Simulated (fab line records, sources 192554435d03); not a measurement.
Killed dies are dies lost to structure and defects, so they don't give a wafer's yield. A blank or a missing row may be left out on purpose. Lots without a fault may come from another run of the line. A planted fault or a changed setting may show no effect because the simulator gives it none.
Chamber matching | flow n5_finfet | N5_FIN_SAQP_ETCH_67 on rie_diel-03: 4 sister chambers
The step etches SiNx in CH3F/O2, target depth 30 nm. 8 wafers are shown with their chamber, then 12 later ones without.

WAFERS WITH THEIR CHAMBER
wafer  | chamber | drypump_motor_current_A (A) | throttle_valve_pct (%)
L086.1 | 0       | 6.0                         | 16.63
L087.5 | 2       | 5.7                         | 16.43
L088.1 | 2       | 5.6                         | 16.44
L088.2 | 1       | 5.8                         | 16.01
L088.3 | 3       | 5.1                         | 16.54
L092.1 | 1       | 5.8                         | 16.02
L092.2 | 0       | 6.0                         | 16.66
L092.3 | 3       | 5.1                         | 16.54

WAFERS WITHOUT THEIR CHAMBER
wafer  | drypump_motor_current_A (A) | throttle_valve_pct (%)
L092.4 | 5.6                         | 16.44
L092.5 | 5.8                         | 15.99
L092.6 | 6.0                         | 16.65
L093.1 | 6.0                         | 16.67
L093.4 | 5.7                         | 16.47
L093.6 | 6.0                         | 16.65
L096.1 | 5.6                         | 16.49
L096.2 | 5.8                         | 16.03
L096.3 | 5.1                         | 16.56
L096.4 | 6.0                         | 16.69
L096.5 | 5.8                         | 16.02
L096.6 | 6.0                         | 16.66

WHICH CHAMBER EACH WENT THROUGH
wafer  | from the rows above | in truth
L092.4 | 2                   | 2
L092.5 | 1                   | 1
L092.6 | 0                   | 0
L093.1 | 0                   | 0
L093.4 | 2                   | 2
L093.6 | 0                   | 0
L096.1 | 2                   | 2
L096.2 | 1                   | 1
L096.3 | 3                   | 3
L096.4 | 0                   | 0
L096.5 | 1                   | 1
L096.6 | 0                   | 0
Placed correctly: 12 of 12. Can't be placed from these rows: 0. Placed wrongly: 0.
How it was worked out, from the rows above alone: a wafer's distance from a chamber is the root of the sum, over the readings, of the square of ((its reading less the chamber's mean) divided by the reading's scatter). The wafer belongs to the nearest chamber; if the next one is less than 2 further off, it can't be placed. A chamber's mean is the mean of its shown wafers. The scatter: the root of (the sum of the squares of (reading less its chamber's mean) over the shown wafers, divided by (wafers less chambers)).
